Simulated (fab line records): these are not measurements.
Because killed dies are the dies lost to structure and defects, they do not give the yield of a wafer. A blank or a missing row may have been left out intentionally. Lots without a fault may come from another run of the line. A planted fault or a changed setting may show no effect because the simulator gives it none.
The tool behind it: which one?	flow n5 finfet	63 wafers from 21 lots sampled at 6 of the route's 1938 steps

== WHAT EACH GAUGE READ, for each wafer ==
No reading from a measuring or inspecting step in the record can be judged against a usual standard deviation.

== EACH LOT AND THE TOOL THAT RAN IT (in order: tool; ch and the chambers of the sampled wafers; start) ==
lot	N5_SDB_HM_OPEN_20	N5_HKMG_FIN_ALD_74	N5_HKMG_FIN_STRIP_93	N5_HKMG_FIN_STRIP_19	N5_HKMG_FIN_STRIP_89	N5_HKMG_FIN_ETCH_67
L074	rie diel-05 ch 2,3, day 3 19:08	ald hk-01 ch 0,1,3, day 4 02:04	rie diel-05 ch 1,3, day 4 03:26	plasma asher-02 ch 0,1, day 4 07:05	rie diel-01 ch 2,3, day 4 08:05	rie diel-01 ch 0,1, day 4 09:06
L075	rie diel-01 ch 1,2,3, day 3 23:56	ald hk-01 ch 1,2,3, day 4 05:10	rie diel-01 ch 1,2,3, day 4 06:24	plasma asher-01 ch 0,1, day 4 09:38	rie diel-05 ch 0,1,3, day 4 10:35	rie diel-02 ch 0,1,2, day 4 11:35
L076	rie diel-01 ch 0,1,3, day 4 04:57	ald hk-02 ch 1,2, day 4 09:49	rie diel-01 ch 0,1,3, day 4 11:31	plasma asher-02 ch 0,1, day 4 14:47	rie diel-01 ch 0,1,3, day 4 15:26	rie diel-02 ch 2,3, day 4 16:27
L077	rie diel-05 ch 0,1, day 4 14:40	ald hk-02 ch 0,1, day 4 20:50	rie diel-02 ch 0,2,3, day 4 22:20	plasma asher-02 ch 0,1, day 5 01:42	rie diel-05 ch 1,2,3, day 5 02:34	rie diel-01 ch 0,2,3, day 5 03:38
L078	rie diel-01 ch 0,2,3, day 4 17:41	ald hk-02 ch 0,1, day 4 22:16	rie diel-05 ch 0,1, day 4 23:46	plasma asher-01 ch 0,1, day 5 03:58	rie diel-02 ch 0,1, day 5 04:38	rie diel-05 ch 2,3, day 5 05:38
L080	rie diel-05 ch 1,2,3, day 5 08:29	ald hk-03 ch 1,2, day 5 13:35	rie diel-02 ch 0,2,3, day 5 14:56	plasma asher-02 ch 0,1, day 5 18:03	rie diel-02 ch 1,3, day 5 18:50	rie diel-05 ch 0,2, day 5 19:52
L081	rie diel-02 ch 0,1,3, day 5 16:26	ald hk-02 ch 1,2,3, day 5 21:03	rie diel-02 ch 2,3, day 5 22:19	plasma asher-01 ch 0,1, day 6 01:40	rie diel-01 ch 0,2,3, day 6 02:20	rie diel-01 ch 0,1,3, day 6 03:31
L082	rie diel-02 ch 0,3, day 5 18:22	ald hk-02 ch 0,2,3, day 5 23:25	rie diel-02 ch 1,2, day 6 00:46	plasma asher-01 ch 1, day 6 04:09	rie diel-02 ch 0,1,2, day 6 05:10	rie diel-01 ch 0,1,2, day 6 06:11
L083	rie diel-05 ch 1,2, day 6 02:19	ald hk-01 ch 0,1,2, day 6 07:04	rie diel-01 ch 0,2, day 6 08:47	plasma asher-02 ch 0,1, day 6 12:35	rie diel-05 ch 2,3, day 6 13:27	rie diel-05 ch 0,1,2, day 6 14:38
L084	rie diel-01 ch 0,1,3, day 6 05:41	ald hk-03 ch 1,2,3, day 6 10:34	rie diel-05 ch 2,3, day 6 12:04	plasma asher-01 ch 0,1, day 6 15:29	rie diel-05 ch 1,3, day 6 16:17	rie diel-05 ch 0,2,3, day 6 17:18
L085	rie diel-02 ch 0,1,2, day 6 13:36	ald hk-01 ch 1,2,3, day 6 18:18	rie diel-02 ch 0,1,3, day 6 19:40	plasma asher-01 ch 0,1, day 6 22:55	rie diel-01 ch 0,1,3, day 6 23:41	rie diel-02 ch 0,1,3, day 7 00:48
L087	rie diel-02 ch 0,2,3, day 7 04:48	ald hk-01 ch 2,3, day 7 09:31	rie diel-01 ch 0,3, day 7 10:58	plasma asher-02 ch 0,1, day 7 14:41	rie diel-02 ch 0,2,3, day 7 15:28	rie diel-01 ch 1,2,3, day 7 16:34
L088	rie diel-05 ch 1,3, day 7 05:49	ald hk-02 ch 1,3, day 7 10:57	rie diel-01 ch 1,3, day 7 12:19	plasma asher-01 ch 0,1, day 7 15:50	rie diel-01 ch 1,3, day 7 16:45	rie diel-02 ch 0,1,3, day 7 17:46
L089	rie diel-02 ch 0,1,3, day 7 23:29	ald hk-01 ch 0,2, day 8 04:37	rie diel-02 ch 0,2, day 8 05:51	plasma asher-02 ch 0,1, day 8 09:10	rie diel-02 ch 0,2, day 8 09:58	rie diel-05 ch 0,2,3, day 8 11:11
L090	rie diel-01 ch 0,2, day 7 23:34	ald hk-02 ch 0,1,2, day 8 04:57	rie diel-01 ch 1,2,3, day 8 06:31	plasma asher-02 ch 0,1, day 8 09:48	rie diel-05 ch 0,2, day 8 10:35	rie diel-02 ch 1,2,3, day 8 11:47
L091	rie diel-05 ch 0,2,3, day 8 02:17	ald hk-01 ch 0,3, day 8 06:55	rie diel-05 ch 0,2, day 8 08:20	plasma asher-01 ch 0,1, day 8 11:58	rie diel-01 ch 1,2,3, day 8 12:50	rie diel-01 ch 1,2,3, day 8 13:57
L092	rie diel-02 ch 0,2, day 8 06:40	ald hk-01 ch 1,2, day 8 11:19	rie diel-02 ch 0,1,3, day 8 12:55	plasma asher-02 ch 0,1, day 8 16:28	rie diel-02 ch 0,1, day 8 17:08	rie diel-05 ch 0,2,3, day 8 18:19
L093	rie diel-01 ch 0,1,3, day 8 12:07	ald hk-03 ch 0,1,2, day 8 17:12	rie diel-01 ch 1,2,3, day 8 18:34	plasma asher-01 ch 0,1, day 8 21:52	rie diel-02 ch 1,2,3, day 8 22:38	rie diel-05 ch 0,3, day 8 23:41
L094	rie diel-05 ch 0,2,3, day 8 22:49	ald hk-03 ch 0,3, day 9 03:41	rie diel-01 ch 0,3, day 9 04:56	plasma asher-01 ch 0,1, day 9 08:10	rie diel-05 ch 0,3, day 9 08:57	rie diel-05 ch 2,3, day 9 09:58
L096	rie diel-02 ch 0,1,3, day 9 07:26	ald hk-01 ch 0,2,3, day 9 12:43	rie diel-02 ch 0,1,2, day 9 14:04	plasma asher-01 ch 0,1, day 9 17:28	rie diel-05 ch 0,2,3, day 9 18:22	rie diel-02 ch 0,2,3, day 9 19:22
L097	rie diel-02 ch 0,1,3, day 9 11:37	ald hk-01 ch 1,2,3, day 9 16:29	rie diel-01 ch 2,3, day 9 17:44	plasma asher-02 ch 0,1, day 9 21:16	rie diel-01 ch 1,2,3, day 9 22:03	rie diel-05 ch 0,2,3, day 9 23:04
- N5_SDB_HM_OPEN_20: chemistry CH3F/O2, target SiNx, stops on poly-Si, target depth 24 nm.
- N5_HKMG_FIN_ALD_74: deposits La2O3, target thk 0.5 nm, pulse time 6 s, co reactant pulse time 1 s.
- N5_HKMG_FIN_STRIP_93: strips SOC in N2/H2, time 20 s.
- N5_HKMG_FIN_STRIP_19: strips in N2/H2, time 360 s.
- N5_HKMG_FIN_STRIP_89: strips SOC in N2/H2, time 20 s.
- N5_HKMG_FIN_ETCH_67: etches SOC in N2/H2, stops on TiN, target depth 388.9 nm.

== WHAT THE TOOLS THEMSELVES READ (means of the sampled wafers that have a number; where no wafer has one, the mark that the record gives instead) ==
N5_SDB_HM_OPEN_20.
lot	tool	CH3F_flow_sccm (sccm)	drypump motor current A (A)	oes product au (a.u.)	rf vpp V (V)	showerhead plenum p Torr (Torr)	throttle valve pct (%)
L074	rie diel-05	29.96	5.6	0.61	298.1	1.97	16.58
L075	rie diel-01	30.05	5.4	0.60	298.6	1.98	16.55
L076	rie diel-01	30.11	5.7	0.68	298.3	1.98	16.24
L077	rie diel-05	29.98	5.7	0.59	298.4	1.98	16.36
L078	rie diel-01	30.01	5.7	0.66	297.4	1.98	16.37
L080	rie diel-05	29.91	5.6	0.60	299.1	1.96	16.51
L081	rie diel-02	29.95	5.9	0.64	298.3	1.99	16.23
L082	rie diel-02	30.00	5.9	0.64	297.6	1.99	16.25
L083	rie diel-05	30.05	5.7	0.60	298.9	1.95	16.41
L084	rie diel-01	30.06	5.7	0.64	298.6	1.97	16.27
L085	rie diel-02	30.01	5.9	0.61	297.0	1.98	16.40
L087	rie diel-02	29.99	5.9	0.64	295.3	1.99	16.45
L088	rie diel-05	30.08	5.8	0.59	297.8	1.98	16.64
L089	rie diel-02	29.98	5.9	0.62	297.8	1.98	16.25
L090	rie diel-01	30.06	6.2	0.74	296.8	1.96	16.04
L091	rie diel-05	30.05	5.3	0.58	295.8	1.96	16.51
L092	rie diel-02	30.04	5.9	0.62	294.7	1.98	16.64
L093	rie diel-01	30.03	5.7	0.63	298.9	1.97	16.32
L094	rie diel-05	29.91	5.3	0.58	295.4	1.95	16.53
L096	rie diel-02	29.99	5.9	0.61	297.2	1.98	16.27
L097	rie diel-02	30.00	5.9	0.61	297.2	1.98	16.28

N5_HKMG_FIN_ALD_74.
lot	tool	heater power outer w (W)	heater power w (W)	precursor pulse height rel
L074	ald hk-01	173	320	1.004
L075	ald hk-01	176	339	1.017
L076	ald hk-02	189	351	1.008
L077	ald hk-02	231	411	0.997
L078	ald hk-02	222	394	0.996
L080	ald hk-03	224	379	0.995
L081	ald hk-02	208	366	0.989
L082	ald hk-02	201	345	1.007
L083	ald hk-01	178	334	0.997
L084	ald hk-03	200	362	1.000
L085	ald hk-01	179	333	1.003
L087	ald hk-01	178	331	0.989
L088	ald hk-02	228	390	0.980
L089	ald hk-01	179	336	1.027
L090	ald hk-02	206	373	1.001
L091	ald hk-01	163	316	1.004
L092	ald hk-01	183	347	1.013
L093	ald hk-03	200	369	0.981
L094	ald hk-03	167	331	0.996
L096	ald hk-01	173	331	0.996
L097	ald hk-01	175	330	1.009

N5_HKMG_FIN_STRIP_93.
lot	tool	drypump motor current A (A)	oes product au (a.u.)	rf vpp V (V)	showerhead plenum p Torr (Torr)	throttle valve pct (%)
L074	rie diel-05	5.9	0.73	53.7	3.33	19.1
L075	rie diel-01	5.4	0.72	54.1	3.33	19.2
L076	rie diel-01	5.7	0.80	53.8	3.33	19.0
L077	rie diel-02	5.9	0.79	54.3	3.34	19.0
L078	rie diel-05	5.4	0.71	54.6	3.33	18.9
L080	rie diel-02	5.9	0.79	53.4	3.34	19.0
L081	rie diel-02	6.1	0.78	54.5	3.38	19.0
L082	rie diel-02	6.0	0.74	54.0	3.37	19.2
L083	rie diel-01	6.0	0.75	53.6	3.31	18.9
L084	rie diel-05	5.3	0.72	54.1	3.26	19.1
L085	rie diel-02	5.9	0.77	53.6	3.34	18.8
L087	rie diel-01	5.9	0.83	53.7	3.31	18.8
L088	rie diel-01	5.1	0.72	55.3	3.33	19.4
L089	rie diel-02	5.9	0.75	53.1	3.31	19.2
L090	rie diel-01	5.4	0.80	53.3	3.31	19.1
L091	rie diel-05	5.1	0.71	54.7	3.25	19.0
L092	rie diel-02	5.9	0.76	53.8	3.33	18.8
L093	rie diel-01	5.4	0.78	53.4	3.31	19.1
L094	rie diel-01	5.9	0.81	54.4	3.30	18.8
L096	rie diel-02	5.9	0.74	54.2	3.32	19.0
L097	rie diel-01	5.1	0.79	55.3	3.32	19.2

N5_HKMG_FIN_STRIP_19.
lot	tool	drypump motor current A (A)	heater power w (W)
L074	plasma asher-02	5.3	455
L075	plasma asher-01	6.1	481
L076	plasma asher-02	5.3	425
L077	plasma asher-02	5.3	455
L078	plasma asher-01	6.1	477
L080	plasma asher-02	5.3	436
L081	plasma asher-01	5.8	514
L082	plasma asher-01	5.6	538
L083	plasma asher-02	5.4	443
L084	plasma asher-01	6.1	477
L085	plasma asher-01	5.8	521
L087	plasma asher-02	5.3	424
L088	plasma asher-01	5.8	507
L089	plasma asher-02	5.3	460
L090	plasma asher-02	5.4	447
L091	plasma asher-01	5.8	512
L092	plasma asher-02	5.4	459
L093	plasma asher-01	6.1	480
L094	plasma asher-01	5.8	510
L096	plasma asher-01	6.1	483
L097	plasma asher-02	5.3	451

N5_HKMG_FIN_STRIP_89.
lot	tool	drypump motor current A (A)	oes product au (a.u.)	rf vpp V (V)	showerhead plenum p Torr (Torr)	throttle valve pct (%)
L074	rie diel-01	5.1	0.74	54.3	3.34	19.31
L075	rie diel-05	5.6	0.72	54.3	3.33	18.98
L076	rie diel-01	5.7	0.79	53.9	3.33	19.00
L077	rie diel-05	5.6	0.73	53.2	3.29	19.03
L078	rie diel-02	5.8	0.79	53.2	3.30	18.80
L080	rie diel-02	6.1	0.76	54.3	3.38	18.80
L081	rie diel-01	5.7	0.78	54.6	3.32	18.98
L082	rie diel-02	5.9	0.77	54.2	3.33	19.00
L083	rie diel-05	5.3	0.73	53.2	3.26	19.13
L084	rie diel-05	5.9	0.71	54.2	3.31	18.99
L085	rie diel-01	5.7	0.77	53.6	3.32	19.02
L087	rie diel-02	5.9	0.77	54.4	3.33	19.00
L088	rie diel-01	5.1	0.72	55.0	3.33	19.39
L089	rie diel-02	5.8	0.76	54.2	3.28	19.02
L090	rie diel-05	5.1	0.69	54.0	3.29	19.00
L091	rie diel-01	5.4	0.80	54.7	3.31	19.15
L092	rie diel-02	5.8	0.76	53.8	3.28	18.84
L093	rie diel-02	6.1	0.74	54.0	3.37	19.03
L094	rie diel-05	5.5	0.69	54.6	3.31	19.18
L096	rie diel-05	5.3	0.69	53.5	3.28	19.14
L097	rie diel-01	5.4	0.78	54.2	3.31	19.16

N5_HKMG_FIN_ETCH_67.
lot	tool	drypump motor current A (A)	oes product au (a.u.)	rf vpp V (V)	showerhead plenum p Torr (Torr)	throttle valve pct (%)
L074	rie diel-01	6.0	0.78	240.0	2.52	17.73
L075	rie diel-02	5.9	0.77	240.7	2.53	17.86
L076	rie diel-02	6.0	0.78	241.6	2.56	17.83
L077	rie diel-01	5.7	0.78	240.5	2.52	17.84
L078	rie diel-05	5.6	0.73	240.3	2.50	18.05
L080	rie diel-05	5.1	0.70	239.6	2.49	17.83
L081	rie diel-01	5.7	0.78	240.6	2.51	17.77
L082	rie diel-01	6.0	0.76	240.2	2.50	17.82
L083	rie diel-05	5.4	0.70	240.2	2.48	17.84
L084	rie diel-05	5.3	0.70	240.5	2.49	17.96
L085	rie diel-02	5.9	0.76	240.6	2.53	17.70
L087	rie diel-01	5.4	0.80	240.0	2.51	17.91
L088	rie diel-02	5.9	0.76	239.7	2.52	17.71
L089	rie diel-05	5.4	0.70	239.6	2.48	17.98
L090	rie diel-02	6.0	0.74	240.0	2.55	17.88
L091	rie diel-01	5.4	0.79	239.2	2.51	17.93
L092	rie diel-05	5.3	0.70	239.8	2.48	17.98
L093	rie diel-05	5.5	0.68	239.8	2.51	18.08
L094	rie diel-05	5.6	0.70	239.9	2.48	18.12
L096	rie diel-02	5.8	0.74	241.5	2.51	17.92
L097	rie diel-05	5.3	0.68	240.1	2.48	18.00

== THE ANSWER, worked out from the rows above alone ==
Rule: what is usual is taken from the lots themselves. The widest of any qualifying gaps counts: lots, ordered by their means at a reading, are off when they make up no more than a third of the lots, leave a main group of 4 or more, and stand apart from it by 3 or more times the standard deviation of that group's means. A main group is skipped when, at the precision printed for the reading in the tables above, its means are all equal. Also off: a lot with no number at a reading for which 4 or more lots have one. The other lots that the step has rows for count as sound. First the gauges in route order, then the tools' own readings, where a lot's mean is used as printed above. The first step at which some lot is off is used, and at that step the reading that is off furthest; a lot without a number counts as furthest.
None of the lots is off at any reading shown; this tells nothing.

== WHAT HAD BEEN PUT IN BY THE SIMULATOR ==
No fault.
